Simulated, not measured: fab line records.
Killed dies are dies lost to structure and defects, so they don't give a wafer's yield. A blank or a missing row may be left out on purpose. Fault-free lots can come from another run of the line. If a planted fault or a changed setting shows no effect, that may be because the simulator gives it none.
Split-lot trial	flow n5-finfet	39 wafers read across 7 lots, on a route 1938 steps long

## THE SPLIT
At N5_BEOL_M13_SPUTTER_45 (material Cu, target thk 80 nm, time 13.33 s), the setting target-thk-a was moved away from the recipe's 800 angstrom on 15 of the 39 wafers read, by -57.1% to +31.4%. All remaining wafers had this setting at the recipe value.

## FROM THE SPLIT TO THE READING: what the file shows between them, 3 steps
- N5_BEOL_M13_ECD_47: material Cu, target thk 936 nm
- N5_BEOL_M13_ANNEAL_48: time 90 s
- N5_BEOL_M13_DEP_53: deposits SiCN from 3MS/NH3, target thk 50 nm, time 17.8 s

## THE READING
raw-defect-count, at N5_BEOL_M13_INSPECT_55 (inspects for defects (darkfield)). A value of 81 with a standard deviation of 29 is what fault-free wafers of this fab line usually give.

wafer	tool, chamber at the split	target-thk-a as run, angstrom	against the recipe	raw-defect-count	against lot-mates on the recipe
L079.1	pvd-sputter-01, -	800	recipe	99	-
L079.2	pvd-sputter-01, -	1051	+31.4%	119	+12
L079.3	pvd-sputter-01, -	1051	+31.4%	125	+18
L079.4	pvd-sputter-01, -	800	recipe	95	-
L079.5	pvd-sputter-01, -	800	recipe	126	-
L079.6	pvd-sputter-01, -	1051	+31.4%	102	-5
L080.1	pvd-sputter-01, -	800	recipe	63	-
L080.2	pvd-sputter-01, -	800	recipe	93	-
L080.3	pvd-sputter-01, -	800	recipe	62	-
L080.4	pvd-sputter-01, -	800	recipe	104	-
L080.5	pvd-sputter-01, -	800	recipe	75	-
L080.6	pvd-sputter-01, -	800	recipe	97	-
L083.1	pvd-sputter-03, -	347.2	-56.6%	268	+185
L083.2	pvd-sputter-03, -	800	recipe	119	-
L083.3	pvd-sputter-03, -	800	recipe	69	-
L083.4	pvd-sputter-03, -	800	recipe	62	-
L083.5	pvd-sputter-03, -	347.2	-56.6%	298	+215
L083.6	pvd-sputter-03, -	347.2	-56.6%	275	+192
L084.1	pvd-sputter-03, -	800	recipe	85	-
L084.2	pvd-sputter-03, -	365.2	-54.4%	215	+135
L084.3	pvd-sputter-03, -	365.2	-54.4%	206	+126
L084.4	pvd-sputter-03, -	800	recipe	56	-
L084.5	pvd-sputter-03, -	800	recipe	99	-
L084.6	pvd-sputter-03, -	365.2	-54.4%	238	+158
L089.1	pvd-sputter-02, -	800	recipe	76	-
L089.2	pvd-sputter-02, -	342.9	-57.1%	273	+203
L089.3	pvd-sputter-02, -	800	recipe	84	-
L089.4	pvd-sputter-02, -	342.9	-57.1%	291	+221
L089.5	pvd-sputter-02, -	342.9	-57.1%	292	+222
L089.6	pvd-sputter-02, -	800	recipe	49	-
L090.1	pvd-sputter-03, -	800	recipe	70	-
L090.2	pvd-sputter-03, -	580	-27.5%	91	+25
L090.3	pvd-sputter-03, -	580	-27.5%	79	+13
L090.4	pvd-sputter-03, -	800	recipe	53	-
L090.5	pvd-sputter-03, -	800	recipe	74	-
L090.6	pvd-sputter-03, -	580	-27.5%	59	-7
L097.2	pvd-sputter-02, -	800	recipe	40	-
L097.3	pvd-sputter-02, -	800	recipe	55	-
L097.6	pvd-sputter-02, -	800	recipe	37	-

THE FIT
A straight line over all 39 wafers: raw-defect-count changes by -2.47 for each +1% of target-thk-a; r = -0.81; the points scatter about the line by 49.
The same after taking each lot's own level away (the mean of its wafers on the recipe; 39 wafers): -2.63 for each +1%; r = -0.87; scatter 40.
The reading moves by 1.5e+02 for the largest change in target-thk-a, on that fit.
From 44.0 to 106.7: that is the span of the lots' own levels, equal to 2.2 times the standard deviation above.
The two slopes are in agreement: the lot-to-lot level therefore moves the slope only a little.
Check: +156 against its lot-mates is what the line predicts for one of the wafers moved furthest among these (-57.1%) when that wafer is left out of the fit. It came out at +203 against them.

## OTHER SPLITS ON THESE WAFERS
These wafers also went through other splits before the reading. Each is held against what the fit with the lots' levels taken away leaves over:
other split on the same wafers	wafers away from the commonest value	r with raw-defect-count (lot level and that fit taken away)
N5_BEOL_M6_CVD_78 target-thk-a	15	+0.22
N5_BEOL_M9_DESCUM_16 time-s	18	-0.14
N5_BEOL_M11_VIA_ETCH_34 time-s	15	-0.04

## FILE'S OWN FIT
raw-defect-count changes by -2.78 for each +1% of target-thk-a, r = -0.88.
